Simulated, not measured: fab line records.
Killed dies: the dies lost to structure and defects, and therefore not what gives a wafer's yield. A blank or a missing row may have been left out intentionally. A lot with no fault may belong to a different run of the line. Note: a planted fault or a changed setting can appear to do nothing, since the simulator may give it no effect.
fab line records ; flow n5-finfet
[record] lots = 5; wafers = 15; last-day = 18
route steps=1938 shown PASSIVATION@1913 END@1938
lots that met no fault: from a run of the same line without faults
start-h: the number of hours between the record's first day and the start of the first shown wafer of the lot ; wait-h: hours since the lot's step before ; " the same as in the row above ; L1.1+2: one row covering several wafers at once ; - no value present, or no start provided ; * or withheld: withheld ; < > ~ a bound
route shown NAME@n: NAME is a module with steps in the file, n the number in the route of the first one ; usual: mean and standard deviation over wafers with no fault ; same: alike in all rows ; chamber/n: place in a boat ; sites: the reading at each site ; _std_site: the values' standard deviation ; _edge_site: mean of outer sites minus mean of inner sites ; radius-mm: how far each site lies from the wafer's centre ; mask NAME#n: copy n ; behind: the tool/chamber that last shaped the wafer ; hold: the reason the lot was held/the length of the hold in hours/how it ended ; device: which transistor (n, p or np) failed to switch ; end of line: the route-end tests of the same wafers ; a step with no rows: only its recipe ; killed: the dies lost at the first sort to structure and to defects; this is not the yield of the wafer ; map: a wafer's dies, marking killed ones x, the rest . and places with no die _
set.NAME: the run value of the setting; set.NAME@STEP: its run value at that earlier step ; model.NAME: the simulator's own value behind a step, which no gauge read
certain route steps with their lots: each step a table, each wafer a row
services: a tool's chamber out of use, with start hour (start-h, from the record's first day; less than 0 if before it), hours out, and reason
[[steps]]
[step N5_PASSIVATION_CLEAN_69]
[recipe] chemistry = IPA; time-s = 180; temp-c = 25
lot.wafer;tool;chamber;start-h;wait-h
L074.1+3+4;wet-bench-01;5,1,0;270.01;0.0
L088.1+3+4;wet-bench-05;4,1,6;362.54;0.0
L093.3+4+5;wet-bench-01;4,2,3;386.21;0.0
L092.1+2+3;wet-bench-06;2,4,3;391.62;0.0
L097.1+4+6;wet-bench-06;0,2,7;421.44;0.0
[step N5_PASSIVATION_SRD_70]
[recipe] dry = ipa-marangoni; time-s = 30; temp-c = 23; rinse-liquid = diw
lot.wafer;tool;chamber;start-h;wait-h
L074.1+3+4;wet-bench-01;5,1,0;270.06;0.0
L088.1+3+4;wet-bench-05;4,1,6;362.59;0.0
L093.3+4+5;wet-bench-01;4,2,3;386.26;0.0
L092.1+2+3;wet-bench-06;2,4,3;391.68;0.0
L097.1+4+6;wet-bench-06;0,2,7;421.49;0.0
[step N5_PASSIVATION_PECVD_53]
[recipe] material = SiO2; target-thk-a = 8000; temp-c = 400; precursor = TEOS/O2; pressure-torr = 6.5; rf-w = withheld; teos-flow-sccm = withheld; gas = O2; flow-sccm = 2650; time-s = 169.4
lot.wafer;tool;chamber;start-h;wait-h
L074.1+3+4;pecvd-04;2,1,1;270.11;0.0
L088.1+3+4;pecvd-02;2,1,2;362.64;0.0
L093.3+4+5;pecvd-03;2,2,0;386.31;0.0
L092.1+2+3;pecvd-04;2,0,2;391.72;0.0
L097.1+4+6;pecvd-03;2,0,1;421.54;0.0
[step N5_PASSIVATION_PECVD_35]
[recipe] material = SiNx; target-thk-a = 7000; temp-c = 400; precursor = SiH4/NH3/N2; pressure-torr = 4.9; rf-w = 1406; time-s = 151.3
[usual] heater-power-w = 326/58; showerhead-plenum-p-Torr = 8.69/0.12; showerhead-vpp-V = 2300/110; throttle-valve-pct = 28.9/0.85
lot.wafer;tool;chamber;start-h;wait-h;heater-power-w;showerhead-plenum-p-Torr;showerhead-vpp-V;throttle-valve-pct
L074.1;pecvd-04;2;270.22;0.1;381;8.75;2448;30.1
L074.3;pecvd-04;1;270.22;0.1;401;8.59;2125;29.9
L074.4;pecvd-04;1;270.22;0.1;257;8.59;2139;29.6
L088.1;pecvd-02;2;362.75;0.1;371;8.69;2232;28.0
L088.3;pecvd-02;1;362.75;0.1;329;8.55;2134;28.9
L088.4;pecvd-02;2;362.75;0.1;399;8.72;2242;27.8
L093.3;pecvd-03;2;386.42;0.1;320;8.79;2347;29.0
L093.4;pecvd-03;2;386.42;0.1;358;8.78;2376;28.7
L093.5;pecvd-03;0;386.42;0.1;357;8.89;2203;28.2
L092.1;pecvd-04;2;391.89;0.1;330;8.78;2446;30.1
L092.2;pecvd-04;0;391.89;0.1;357;8.55;2360;28.2
L092.3;pecvd-04;2;391.89;0.1;351;8.78;2473;30.3
L097.1;pecvd-03;2;421.65;0.1;434;8.81;2357;29.1
L097.4;pecvd-03;0;421.65;0.1;234;8.90;2244;28.2
L097.6;pecvd-03;1;421.65;0.1;324;8.69;2321;30.3
[step N5_PASSIVATION_HMDS_37]
[recipe] time-s = 60; temp-c = 120
lot.wafer;tool;chamber;start-h;wait-h
L074.1+3+4;litho-track-03;0;270.36;0.1
L088.1+3+4;litho-track-03;0;362.89;0.1
L093.3+4+5;litho-track-04;0;386.57;0.1
L092.1+2+3;litho-track-04;0;392.08;0.1
L097.1+4+6;litho-track-01;0;421.79;0.1
[step N5_PASSIVATION_COAT_38]
[recipe] spin-rpm = 3000; resist-thk-nm = withheld
lot.wafer;tool;chamber;start-h;wait-h
L074.1+3+4;litho-track-03;0;-;-
L088.1+3+4;litho-track-03;0;-;-
L093.3+4+5;litho-track-04;0;-;-
L092.1+2+3;litho-track-04;0;-;-
L097.1+4+6;litho-track-01;0;-;-
[step N5_PASSIVATION_EBR_40]
[recipe] solvent = PGMEA; ebr-width-mm = 1.5
[same] ebr-width-mm = 1.5
lot.wafer;tool;chamber;start-h;wait-h
L074.1+3+4;litho-track-03;0;-;-
L088.1+3+4;litho-track-03;0;-;-
L093.3+4+5;litho-track-04;0;-;-
L092.1+2+3;litho-track-04;0;-;-
L097.1+4+6;litho-track-01;0;-;-
[step N5_PASSIVATION_SOFTBAKE_39]
[recipe] temp-c = 110; time-s = 120
lot.wafer;tool;chamber;start-h;wait-h
L074.1+3+4;litho-track-03;0;-;-
L088.1+3+4;litho-track-03;0;-;-
L093.3+4+5;litho-track-04;0;-;-
L092.1+2+3;litho-track-04;0;-;-
L097.1+4+6;litho-track-01;0;-;-
[step N5_PASSIVATION_EXPOSE_41]
[recipe] mask-id = PASS_OPEN; na = 0.55; defocus-nm = 0; source-shape = conventional; sigma-outer = 0.8; polarization = unpolarized; target-cd-nm = 40000; dose-mj = 57.25
lot.wafer;tool;chamber;start-h;wait-h;mask
L074.1+3+4;krf-scanner-01;0;270.47;-;PASS_OPEN#0
L088.1+3+4;krf-scanner-02;0;363.13;-;PASS_OPEN#0
L093.3+4+5;krf-scanner-02;0;386.70;-;PASS_OPEN#0
L092.1+2+3;krf-scanner-01;0;392.20;-;PASS_OPEN#0
L097.1+4+6;krf-scanner-01;0;422.03;-;PASS_OPEN#0
[step N5_PASSIVATION_PEB_42]
[recipe] peb-temp-c = withheld; peb-time-s = *
lot.wafer;tool;chamber;start-h;wait-h
L074.1+3+4;litho-track-01;0;270.53;0.1
L088.1+3+4;litho-track-03;0;363.19;0.1
L093.3+4+5;litho-track-04;0;386.75;0.0
L092.1+2+3;litho-track-03;0;392.26;0.1
L097.1+4+6;litho-track-03;0;422.09;0.1
[step N5_PASSIVATION_DEVELOP_43]
[recipe] develop-time-s = 60; rinse-liquid = diw; dry = air-spin; dev-temp-c = 21
[usual] developer-temp-C = 20.98/0.11
lot.wafer;tool;chamber;start-h;wait-h;developer-temp-C
L074.1;litho-track-01;0;-;-;20.96
L074.3;litho-track-01;0;-;-;20.84
L074.4;litho-track-01;0;-;-;20.97
L088.1;litho-track-03;0;-;-;20.93
L088.3;litho-track-03;0;-;-;20.87
L088.4;litho-track-03;0;-;-;20.92
L093.3;litho-track-04;0;-;-;20.92
L093.4;litho-track-04;0;-;-;20.90
L093.5;litho-track-04;0;-;-;20.95
L092.1;litho-track-03;0;-;-;21.02
L092.2;litho-track-03;0;-;-;21.01
L092.3;litho-track-03;0;-;-;21.09
L097.1;litho-track-03;0;-;-;21.29
L097.4;litho-track-03;0;-;-;21.14
L097.6;litho-track-03;0;-;-;21.17
[step N5_PASSIVATION_HARDBAKE_45]
[recipe] temp-c = 130; time-s = 120
lot.wafer;tool;chamber;start-h;wait-h
L074.1+3+4;litho-track-01;0;-;-
L088.1+3+4;litho-track-03;0;-;-
L093.3+4+5;litho-track-04;0;-;-
L092.1+2+3;litho-track-03;0;-;-
L097.1+4+6;litho-track-03;0;-;-
[step N5_PASSIVATION_CD_MEAS_44]
[recipe] target-cd-nm = 40000; landing-energy-ev = 500; detector = se-inlens
[usual] cd-nm = 40000/4.2
lot.wafer;tool;chamber;start-h;wait-h;cd-nm
L074.1;cd-sem-03;0;270.65;-;39993
L074.3;cd-sem-03;0;270.65;-;39997
L074.4;cd-sem-03;0;270.65;-;39994
L088.1;cd-sem-03;0;363.31;-;40007
L088.3;cd-sem-03;0;363.31;-;39998
L088.4;cd-sem-03;0;363.31;-;39997
L093.3;cd-sem-02;0;386.87;-;40003
L093.4;cd-sem-02;0;386.87;-;39998
L093.5;cd-sem-02;0;386.87;-;40000
L092.1;cd-sem-03;0;392.38;-;39993
L092.2;cd-sem-03;0;392.38;-;40002
L092.3;cd-sem-03;0;392.38;-;39999
L097.1;cd-sem-02;0;422.21;-;40001
L097.4;cd-sem-02;0;422.21;-;39999
L097.6;cd-sem-02;0;422.21;-;39999
[step N5_PASSIVATION_OVL_MEAS_66]
[recipe] points-per-wafer = 44
[usual] PASS_OPEN_OVL = 1/5.9
lot.wafer;tool;chamber;start-h;wait-h;PASS_OPEN_OVL[nm]
L074.1;overlay-01;0;270.68;0.0;3
L074.3;overlay-01;0;270.68;0.0;-4
L074.4;overlay-01;0;270.68;0.0;-2
L088.1;overlay-02;0;363.34;0.0;12
L088.3;overlay-02;0;363.34;0.0;3
L088.4;overlay-02;0;363.34;0.0;-5
L093.3;overlay-02;0;386.90;0.0;15
L093.4;overlay-02;0;386.90;0.0;8
L093.5;overlay-02;0;386.90;0.0;17
L092.1;overlay-01;0;392.41;0.0;-3
L092.2;overlay-01;0;392.41;0.0;-1
L092.3;overlay-01;0;392.41;0.0;-3
L097.1;overlay-02;0;422.24;0.0;-6
L097.4;overlay-02;0;422.24;0.0;-3
L097.6;overlay-02;0;422.24;0.0;-1
[step N5_PASSIVATION_INSPECT_67]
[recipe] mode = adi; inspect-instrument = macro
[usual] raw-defect-count = 1.8/1.5
lot.wafer;tool;chamber;start-h;wait-h;raw-defect-count
L074.1;defect-inspect-01;-;270.71;0.0;0
L074.3;defect-inspect-01;-;270.71;0.0;4
L074.4;defect-inspect-01;-;270.71;0.0;0
L088.1;defect-inspect-01;-;363.36;0.0;0
L088.3;defect-inspect-01;-;363.36;0.0;2
L088.4;defect-inspect-01;-;363.36;0.0;3
L093.3;defect-inspect-01;-;386.92;0.0;0
L093.4;defect-inspect-01;-;386.92;0.0;1
L093.5;defect-inspect-01;-;386.92;0.0;2
L092.1;defect-inspect-01;-;392.43;0.0;0
L092.2;defect-inspect-01;-;392.43;0.0;3
L092.3;defect-inspect-01;-;392.43;0.0;2
L097.1;defect-inspect-01;-;422.26;0.0;2
L097.4;defect-inspect-01;-;422.26;0.0;0
L097.6;defect-inspect-01;-;422.26;0.0;2
[step N5_PASSIVATION_DESCUM_46]
[recipe] chemistry = O2; time-s = 7.9; source-power-w = 50; bias-power-w = 20; pressure-mtorr = 20; rf-frequency-hz = 2.712e+07; temp-c = 40; o2-flow-sccm = 225
[usual] drypump-motor-current-A = 5.5/0.5; oes-product-au = 0.81/0.073; rf-vpp-V = 243.2/1.5; showerhead-plenum-p-Torr = 2.09/0.079; throttle-valve-pct = 20.26/0.26
lot.wafer;tool;chamber;start-h;wait-h;drypump-motor-current-A;oes-product-au;rf-hours-counter-h;rf-vpp-V;showerhead-plenum-p-Torr;throttle-valve-pct
L074.1;rie-diel-06;2;270.74;0.0;6.5;0.69;254;241.7;1.99;21.14
L074.3;rie-diel-06;1;270.74;0.0;5.1;0.92;11;242.2;2.05;20.05
L074.4;rie-diel-06;0;270.74;0.0;5.0;0.86;81;244.4;2.21;20.11
L088.1;rie-diel-05;2;363.65;0.3;5.6;0.73;176;243.5;2.08;20.41
L088.3;rie-diel-05;0;363.65;0.3;5.3;0.75;175;242.4;2.00;20.24
L088.4;rie-diel-05;1;363.65;0.3;4.8;0.81;86;241.5;2.03;19.88
L093.3;rie-diel-05;0;386.96;0.0;5.2;0.73;184;241.6;2.00;20.25
L093.4;rie-diel-05;1;386.96;0.0;4.9;0.80;94;242.3;2.03;19.91
L093.5;rie-diel-05;0;386.96;0.0;5.2;0.73;-;242.1;2.00;20.26
L092.1;rie-diel-06;1;392.69;0.3;5.1;0.83;57;242.0;2.03;20.12
L092.2;rie-diel-06;2;392.69;0.3;6.4;0.89;35;245.6;2.24;20.88
L092.3;rie-diel-06;3;392.69;0.3;6.6;0.94;28;244.5;2.16;20.52
L097.1;rie-diel-02;1;422.30;0.0;6.0;0.86;42;243.0;2.13;20.37
L097.4;rie-diel-02;0;422.30;0.0;5.7;0.75;158;240.3;2.01;20.22
L097.6;rie-diel-02;2;422.30;0.0;5.4;0.78;-;243.1;2.22;20.22
[step N5_PASSIVATION_PASS_ETCH_47]
[recipe] chemistry = CF4/O2; target = SiNx; target-depth-a = 7700; time-s = 385; ion-energy-ev = 100; pressure-mtorr = 40; source-w = 535; bias-w = 49; Ar_flow_sccm = 100; cf4-flow-sccm = 100; O2_flow_sccm = 10
[usual] drypump-motor-current-A = 5.5/0.5; oes_ar_750_au = 0.81/0.068; oes_f_703_au = 0.81/0.073; oes-product-au = 0.81/0.07; rf-vpp-V = 241/6; showerhead-plenum-p-Torr = 2.20/0.073; throttle-valve-pct = 15.67/0.23
lot.wafer;tool;chamber;start-h;wait-h;drypump-motor-current-A;oes_ar_750_au;oes_f_703_au;oes-product-au;rf-hours-counter-h;rf-vpp-V;showerhead-plenum-p-Torr;throttle-valve-pct
L074.1;rie-diel-06;2;270.78;0.0;6.4;0.69;0.71;0.68;254;230;2.10;16.55
L074.3;rie-diel-06;1;270.78;0.0;5.1;0.92;0.94;0.91;11;235;2.16;15.52
L074.4;rie-diel-06;0;270.78;0.0;5.0;0.86;0.85;0.85;81;247;2.32;15.60
L088.1;rie-diel-05;2;363.68;0.0;5.6;0.74;0.74;0.74;176;243;2.20;15.91
L088.3;rie-diel-05;0;363.68;0.0;5.2;0.75;0.72;0.74;175;236;2.11;15.68
L088.4;rie-diel-05;1;363.68;0.0;4.9;0.81;0.84;0.81;86;235;2.15;15.42
L093.3;rie-diel-05;0;386.99;0.0;5.3;0.74;0.72;0.73;184;233;2.11;15.69
L093.4;rie-diel-05;1;386.99;0.0;4.8;0.80;0.82;0.81;94;234;2.14;15.44
L093.5;rie-diel-05;0;386.99;0.0;5.3;0.74;0.72;0.72;-;235;2.11;15.69
L092.1;rie-diel-06;1;392.73;0.0;5.1;0.84;0.86;0.83;57;234;2.15;15.59
L092.2;rie-diel-06;2;392.73;0.0;6.4;0.91;0.91;0.90;35;234;2.35;16.14
L092.3;rie-diel-06;3;392.73;0.0;6.6;0.88;0.89;0.92;28;244;2.25;15.79
L097.1;rie-diel-02;1;422.33;0.0;6.0;0.85;0.86;0.85;42;250;2.23;15.67
L097.4;rie-diel-02;0;422.33;0.0;5.7;0.76;0.76;0.75;158;240;2.12;15.68
L097.6;rie-diel-02;2;422.33;0.0;5.3;0.77;0.78;0.79;-;251;2.30;15.53
[step N5_PASSIVATION_ETCH_54]
[recipe] chemistry = CHF3/O2; target = SiO2; target-depth-a = 8800; CHF3_flow_sccm = 50; O2_flow_sccm = 5; Ar_flow_sccm = 200; time-s = 440; mask-material = PR; pressure-mtorr = 30; source-w = 650; bias-w = 170; ion-energy-ev = 200
[usual] drypump-motor-current-A = 5.5/0.5; oes_ar_750_au = 0.81/0.069; oes_f_703_au = 0.81/0.074; oes-product-au = 0.81/0.069; rf-vpp-V = 523/13; showerhead-plenum-p-Torr = 2.40/0.077; throttle-valve-pct = 18.60/0.26
lot.wafer;tool;chamber;start-h;wait-h;drypump-motor-current-A;oes_ar_750_au;oes_f_703_au;oes-product-au;rf-hours-counter-h;rf-vpp-V;showerhead-plenum-p-Torr;throttle-valve-pct
L074.1;rie-diel-06;2;271.01;0.1;6.4;0.69;0.71;0.68;254;500;2.29;19.47
L074.3;rie-diel-06;1;271.01;0.1;5.1;0.92;0.94;0.91;11;510;2.36;18.39
L074.4;rie-diel-06;0;271.01;0.1;5.0;0.84;0.85;0.85;81;536;2.54;18.47
L088.1;rie-diel-05;2;363.91;0.1;5.6;0.74;0.73;0.73;176;526;2.41;18.86
L088.3;rie-diel-05;0;363.91;0.1;5.2;0.73;0.71;0.75;175;512;2.32;18.69
L088.4;rie-diel-05;1;363.91;0.1;4.9;0.82;0.84;0.82;86;509;2.33;18.23
L093.3;rie-diel-05;0;387.22;0.1;5.2;0.73;0.72;0.74;184;514;2.32;18.73
L093.4;rie-diel-05;1;387.22;0.1;4.8;0.82;0.83;0.80;94;508;2.33;18.25
L093.5;rie-diel-05;0;387.22;0.1;5.3;0.73;0.71;0.72;-;514;2.32;18.71
L092.1;rie-diel-06;1;392.95;0.1;5.1;0.84;0.86;0.83;57;509;2.34;18.47
L092.2;rie-diel-06;2;392.95;0.1;6.4;0.90;0.92;0.89;36;509;2.57;19.16
L092.3;rie-diel-06;3;392.95;0.1;6.7;0.89;0.90;0.93;29;528;2.44;18.66
L097.1;rie-diel-02;1;422.56;0.1;6.0;0.85;0.85;0.85;42;544;2.44;18.64
L097.4;rie-diel-02;0;422.56;0.1;5.7;0.76;0.76;0.75;158;524;2.32;18.59
L097.6;rie-diel-02;2;422.56;0.1;5.3;0.77;0.77;0.78;-;547;2.50;18.33
[step N5_PASSIVATION_STRIP_48]
[recipe] chemistry = O2; power-w = 600; temp-c = 60; pressure-mtorr = 30; rf-frequency-hz = 6e+07; bias-power-w = 0; overash-fraction = 0.5; o2-flow-sccm = 225
[usual] drypump-motor-current-A = 5.5/0.5; oes-product-au = 0.81/0.075; rf-vpp-V = 3.7/2.4; showerhead-plenum-p-Torr = 2.10/0.079; throttle-valve-pct = 16.50/0.25
lot.wafer;tool;chamber;start-h;wait-h;drypump-motor-current-A;oes-product-au;rf-hours-counter-h;rf-vpp-V;showerhead-plenum-p-Torr;throttle-valve-pct
L074.1;rie-diel-06;2;271.29;0.1;6.4;0.67;254;6.0;1.99;17.39
L074.3;rie-diel-06;1;271.29;0.1;5.1;0.97;11;5.3;2.05;16.28
L074.4;rie-diel-06;0;271.29;0.1;5.0;0.88;81;4.0;2.22;16.41
L088.1;rie-diel-05;2;364.20;0.1;5.7;0.73;176;7.7;2.08;16.64
L088.3;rie-diel-05;0;364.20;0.1;5.3;0.73;176;0.5;2.00;16.54
L088.4;rie-diel-05;1;364.20;0.1;4.9;0.82;86;9.6;2.04;16.23
L093.3;rie-diel-05;0;387.51;0.1;5.2;0.73;184;3.0;2.00;16.47
L093.4;rie-diel-05;1;387.51;0.1;4.9;0.85;94;2.8;2.03;16.17
L093.5;rie-diel-05;0;387.51;0.1;5.2;0.76;-;2.8;2.00;16.45
L092.1;rie-diel-06;1;393.24;0.1;5.1;0.83;57;7.7;2.04;16.38
L092.2;rie-diel-06;2;393.24;0.1;6.4;0.89;36;0;2.25;17.03
L092.3;rie-diel-06;3;393.24;0.1;6.6;0.96;29;2.5;2.17;16.68
L097.1;rie-diel-02;1;422.85;0.1;6.0;0.86;42;4.4;2.13;16.62
L097.4;rie-diel-02;0;422.85;0.1;5.7;0.76;158;3.4;2.01;16.49
L097.6;rie-diel-02;2;422.85;0.1;5.3;0.78;-;4.6;2.22;16.48
[step N5_PASSIVATION_STRIP_52]
[recipe] chemistry = post-etch-residue-remover; time-s = 1200; temp-c = 72.5
lot.wafer;tool;chamber;start-h;wait-h
L074.1+3+4;wet-bench-06;7,2,4;271.36;-
L088.1+3+4;wet-bench-05;1,5,2;364.26;-
L093.3+4+5;wet-bench-01;2,0,1;387.58;-
L092.1+2+3;wet-bench-01;5,0,4;393.31;-
L097.1+4+6;wet-bench-05;4,3,6;422.92;-
[step N5_PASSIVATION_CLEAN_71]
[recipe] chemistry = IPA; time-s = 180; temp-c = 25
lot.wafer;tool;chamber;start-h;wait-h
L074.1+3+4;wet-bench-06;7,2,4;271.69;0.0
L088.1+3+4;wet-bench-05;1,5,2;364.60;0.0
L093.3+4+5;wet-bench-01;2,0,1;387.91;0.0
L092.1+2+3;wet-bench-01;5,0,4;393.64;0.0
L097.1+4+6;wet-bench-05;4,3,6;423.25;0.0
[step N5_PASSIVATION_SRD_72]
[recipe] dry = ipa-marangoni; time-s = 30; temp-c = 23; rinse-liquid = diw
lot.wafer;tool;chamber;start-h;wait-h
L074.1+3+4;wet-bench-06;7,2,4;271.75;0.0
L088.1+3+4;wet-bench-05;1,5,2;364.65;0.0
L093.3+4+5;wet-bench-01;2,0,1;387.96;0.0
L092.1+2+3;wet-bench-01;5,0,4;393.70;0.0
L097.1+4+6;wet-bench-05;4,3,6;423.30;0.0
[step N5_PASSIVATION_ANNEAL_56]
[recipe] temp-c = 400; time-s = 1800; ambient = FGA; idle-temp-c = 300; ramp-up-c-per-min = 5; ramp-down-c-per-min = 3
[usual] spike-tc-centre-C = 400.7/2
lot.wafer;tool;chamber;start-h;wait-h;spike-tc-centre-C
L074.1;furnace-01;0;271.79;0.0;398.5
L074.3;furnace-01;0;271.79;0.0;401.5
L074.4;furnace-01;0;271.79;0.0;397.9
L088.1;furnace-02;0;364.70;0.0;399.3
L088.3;furnace-02;0;364.70;0.0;402.1
L088.4;furnace-02;0;364.70;0.0;401.2
L093.3;furnace-01;0;388.00;0.0;400.2
L093.4;furnace-01;0;388.00;0.0;400.7
L093.5;furnace-01;0;388.00;0.0;398.6
L092.1;furnace-01;0;393.74;0.0;399.0
L092.2;furnace-01;0;393.74;0.0;399.0
L092.3;furnace-01;0;393.74;0.0;400.1
L097.1;furnace-01;0;423.35;0.0;397.5
L097.4;furnace-01;0;423.35;0.0;399.3
L097.6;furnace-01;0;423.35;0.0;400.8
[step N5_PASSIVATION_PROBE_49]
[usual] defect-limited-yield = 91.2/1.6; killed_at_M0_to_M3 = 34/11; killed_at_M4_up = 14/5.7; killed-at-contacts = 14/6.6; killed-at-front-end = 37/10; killed-at-other = 4/3.2; killed-dies = 104/19; killed-open = 69/13; killed-short = 33/8.7; sort_bin_4_leakage = 0.00/0.014; sort_bin_5_function = 5.1/1; sort_bin_6_memory = 3.3/0.76; sort_bin_8_speed = 0.00/0.016; sort-n-pass = 1076/19; sort-yield-pct = 91.2/1.6
[same] gross-dies = 1180; killed-at-back-side = 0
lot.wafer;tool;chamber;start-h;wait-h;defect-limited-yield[%];killed_at_M0_to_M3;killed_at_M4_up;killed-at-contacts;killed-at-front-end;killed-at-other;killed-dies;killed-open;killed-short;sort_bin_4_leakage[%];sort_bin_5_function[%];sort_bin_6_memory[%];sort_bin_8_speed[%];sort-n-pass;sort-yield-pct[%]
L092.3;prober-01;-;395.83;0.1;90.6;48;15;9;36;3;111;79;28;0;5.3;3.5;0;1069;90.6
// killed by level:class
L092.3 BEOL_M0_SAQP:geometric-particle:open=12 BEOL_M2:geometric-particle:open=10 FIN_SAQP:geometric-particle:open=9 MOL_CONTACT_COAG:geometric-particle:open=8 BEOL_M3:geometric-particle:open=8 BEOL_M7:geometric-particle:open=6 FIN_SAQP:geometric-particle:short=4 BEOL_M1:geometric-particle:open=4
[step N5_PASSIVATION_INSPECT_57]
[recipe] inspect-instrument = macro; mode = outgoing
[usual] raw-defect-count = 1.9/1.5
lot.wafer;tool;chamber;start-h;wait-h;raw-defect-count
L074.1;defect-inspect-01;-;274.14;0.0;2
L074.3;defect-inspect-01;-;274.14;0.0;2
L074.4;defect-inspect-01;-;274.14;0.0;0
L088.1;defect-inspect-01;-;367.05;0.0;2
L088.3;defect-inspect-01;-;367.05;0.0;2
L088.4;defect-inspect-01;-;367.05;0.0;1
L093.3;defect-inspect-01;-;390.38;0.0;2
L093.4;defect-inspect-01;-;390.38;0.0;2
L093.5;defect-inspect-01;-;390.38;0.0;1
L092.1;defect-inspect-01;-;396.08;0.0;0
L092.2;defect-inspect-01;-;396.08;0.0;2
L092.3;defect-inspect-01;-;396.08;0.0;1
L097.1;defect-inspect-02;-;425.69;0.0;3
L097.4;defect-inspect-02;-;425.69;0.0;1
L097.6;defect-inspect-02;-;425.69;0.0;0
[[services]]
tool;chamber;start-h;hours;kind
krf-scanner-02;-;247.96;1.2;repair
rie-diel-05;-;250.18;0.4;repair
pecvd-04;-;254.23;6.0;pm
krf-scanner-02;-;269.99;0.8;pm
krf-scanner-02;-;278.36;4.4;pm
rie-diel-06;2;280.14;-;clean
rie-diel-06;2;280.14;-;consumable-replace:focus-ring
krf-scanner-01;-;287.41;0.8;pm
pecvd-02;-;290.07;1.3;repair
krf-scanner-01;-;294.10;1.0;pm
pecvd-04;-;315.53;0.6;repair
wet-bench-06;-;325.47;3.7;repair
rie-diel-05;2;325.98;13.5;repair
rie-diel-05;-;330.64;3.9;repair
krf-scanner-02;-;330.73;1.0;pm
rie-diel-05;3;336.29;3.1;repair
krf-scanner-01;-;353.77;3.1;repair
wet-bench-06;-;366.75;1.9;pm
rie-diel-02;1;370.04;5.3;repair
krf-scanner-02;-;394.11;1.3;pm
pecvd-04;-;402.59;0.3;repair
pecvd-03;-;403.68;2.8;pm
krf-scanner-01;-;410.77;1.3;pm
rie-diel-05;0;413.82;5.5;repair
[[key]]
fault none
